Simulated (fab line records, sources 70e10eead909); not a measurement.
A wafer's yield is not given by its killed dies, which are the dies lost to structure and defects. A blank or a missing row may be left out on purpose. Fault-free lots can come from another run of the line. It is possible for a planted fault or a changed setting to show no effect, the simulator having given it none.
2 desks looking at one fault | flow nandHarc | only its own numbers are on each desk; what lay behind them is given at the end

THE METROLOGY DESK
What the gauges read, lot by lot, whatever tool the lot ran on: means of the sampled wafers that have a number. A lot is out of limits, marked OUT, if its mean lies more than 4 standard deviations from the usual mean; the brackets give that distance.
Columns: A = overlayXNm at NHARC_A_CONTACT_OVL_MEAS_70, usual -0.3 nm; B = overlayYNm at NHARC_A_CONTACT_OVL_MEAS_70, usual 0.1 nm
lot  | first seen here | A    | B
L446 | day 21 11:34    | -0.7 | 0.2
L447 | day 22 06:11    | 0.7  | -0.2
L449 | day 23 07:04    | 0.2  | 0.5
L452 | day 24 16:44    | -0.3 | -0.3
L451 | day 24 16:53    | -0.2 | 0.8
L458 | day 26 14:11    | -0.8 | 0.6
L459 | day 27 08:20    | -2.1 | 0.7
L463 | day 29 13:41    | -0.1 | 1.6
L465 | day 30 07:08    | 0.5  | -0.1
L467 | day 30 21:13    | -0.4 | 0.9
L468 | day 31 12:25    | 0.3  | 2.0
L469 | day 32 07:38    | 1.0  | -0.3
This desk found nothing out of limits on any of the 12 lots.

TOOL OWNER'S DESK, rieDiel-12
The tool's own readings at NHARC_A_CONTACT_ETCH_76 (etches the open film in N2/H2, target depth 260 nm, time 475.3 s): means of the sampled wafers that have a number, for each lot that ran on this tool. A lot is out of limits, marked OUT, if its mean lies more than 4 standard deviations from the usual mean; the brackets give that distance. Only the readings that lie furthest out on some lot appear, 7 of the 8 it has.
Columns: A = biasW at NHARC_A_CONTACT_ETCH_76, usual 149.9 W; B = chamberPressureMTorr at NHARC_A_CONTACT_ETCH_76, usual 29.996 mTorr; C = drypumpMotorCurrentA at NHARC_A_CONTACT_ETCH_76, usual 6.2 A; D = h2FlowSccm at NHARC_A_CONTACT_ETCH_76, usual 150.0 sccm; E = oesProductAu at NHARC_A_CONTACT_ETCH_76, usual 1.001 a.u.; F = showerheadPlenumPTorr at NHARC_A_CONTACT_ETCH_76, usual 2.01 Torr; G = throttleValvePct at NHARC_A_CONTACT_ETCH_76, usual 14.171 %
lot  | first seen here | A     | B      | C   | D     | E     | F    | G
L447 | day 22 06:29    | 150.3 | 29.997 | 6.0 | 150.0 | 1.012 | 1.98 | 14.178
L449 | day 23 07:22    | 149.9 | 29.976 | 6.0 | 150.1 | 1.006 | 2.00 | 14.164
L452 | day 24 17:08    | 149.9 | 30.004 | 6.0 | 150.0 | 1.016 | 2.00 | 14.163
L451 | day 24 17:20    | 149.8 | 29.984 | 6.4 | 149.9 | 0.998 | 1.96 | 14.163
L463 | day 29 14:10    | 149.9 | 29.997 | 6.0 | 150.2 | 0.997 | 1.99 | 14.172
L465 | day 30 07:30    | 150.0 | 30.015 | 6.4 | 150.1 | 0.991 | 1.95 | 14.156
L468 | day 31 12:50    | 150.0 | 30.007 | 6.0 | 149.7 | 1.006 | 1.99 | 14.181
This desk found nothing out of limits on any of the 7 lots.

ALL TOGETHER
Metrology desk: nothing out of limits seen.
The tool owner's desk saw nothing out of limits.

WHAT THE SIMULATOR HAD INSERTED
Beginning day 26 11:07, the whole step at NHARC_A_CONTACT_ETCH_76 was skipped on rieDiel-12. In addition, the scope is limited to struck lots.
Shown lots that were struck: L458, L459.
